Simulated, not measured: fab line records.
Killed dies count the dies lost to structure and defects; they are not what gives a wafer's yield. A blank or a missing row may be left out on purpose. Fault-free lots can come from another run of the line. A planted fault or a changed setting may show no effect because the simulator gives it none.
The tool behind it: which one?	flow nand_harc	18 wafers from 6 lots sampled at 4 of the route's 1159 steps

== WHAT EACH GAUGE READ, for each wafer ==
NHARC_P_M0_THK_MEAS_24: measures by xrf.
lot	measured	on	thk_nm (nm)
L498	day 6 09:47	film_metro-02	120.0 118.4 117.1
L505	day 8 06:57	film_metro-02	117.4 117.8 118.5
L512	day 9 23:15	film_metro-02	118.0 117.1 119.8
L515	day 10 08:31	film_metro-02	117.7 117.9 118.4
L517	day 10 22:56	film_metro-02	118.1 117.0 118.4
L520	day 11 15:33	film_metro-02	119.3 119.2 119.1

== WHAT TOOL EACH LOT RAN ON (gives the tool, then ch and the chambers of the sampled wafers, and finally the start) ==
lot	NHARC_P_M0_ETCH_15	NHARC_P_M0_PVD_20	NHARC_P_M0_CMP_23
L498	rie_diel-04 ch 0,1,2, day 6 08:29 or earlier	pvd_sputter-03, day 6 08:29	cmp-03 ch 0,1,2, day 6 09:28
L505	rie_diel-13 ch 1,3, day 8 05:40 or earlier	pvd_sputter-02, day 8 05:40	cmp-03 ch 0,3, day 8 06:38
L512	rie_diel-09 ch 0,2,3, day 9 21:59 or earlier	pvd_sputter-03, day 9 21:59	cmp-03 ch 1,2, day 9 22:56
L515	rie_diel-09 ch 1,2,3, day 10 07:15 or earlier	pvd_sputter-03, day 10 07:15	cmp-02 ch 0,2, day 10 08:12
L517	rie_diel-04 ch 0,1,3, day 10 21:38 or earlier	pvd_sputter-02, day 10 21:38	cmp-04 ch 2,3, day 10 22:37
L520	rie_diel-04 ch 0,1, day 11 14:15 or earlier	pvd_sputter-03, day 11 14:15	cmp-03 ch 0,1,2, day 11 15:17
- NHARC_P_M0_ETCH_15: etches the open film in C4F8/Ar, target depth 150 nm, overetch 15 nm, time 82.5 s.
- NHARC_P_M0_PVD_20: deposits TaN, target thk 5 nm, time 8.06 s.
- NHARC_P_M0_CMP_23: polishes, t overpolish 20 s, target thk 117.53 nm.

== THE ANSWER, worked out from the rows above alone ==
Rule: what is usual is taken from the lots themselves. Put in order of their means at a reading, lots are off if they are a third of the lots or fewer, leave a main group of 4 or more, and stand apart from it by a gap of 3 or more times the standard deviation of the main group's means; of several such gaps the widest counts. If all means in a main group match to the digits the tables above print for the reading, that group is not used. Also off: a lot with no number at a reading for which 4 or more lots have one. Where the step has rows for the other lots, those lots are counted as sound.
Across all readings shown, no lot is off: no conclusion can be drawn from this.

== WHAT WAS PUT IN BY THE SIMULATOR ==
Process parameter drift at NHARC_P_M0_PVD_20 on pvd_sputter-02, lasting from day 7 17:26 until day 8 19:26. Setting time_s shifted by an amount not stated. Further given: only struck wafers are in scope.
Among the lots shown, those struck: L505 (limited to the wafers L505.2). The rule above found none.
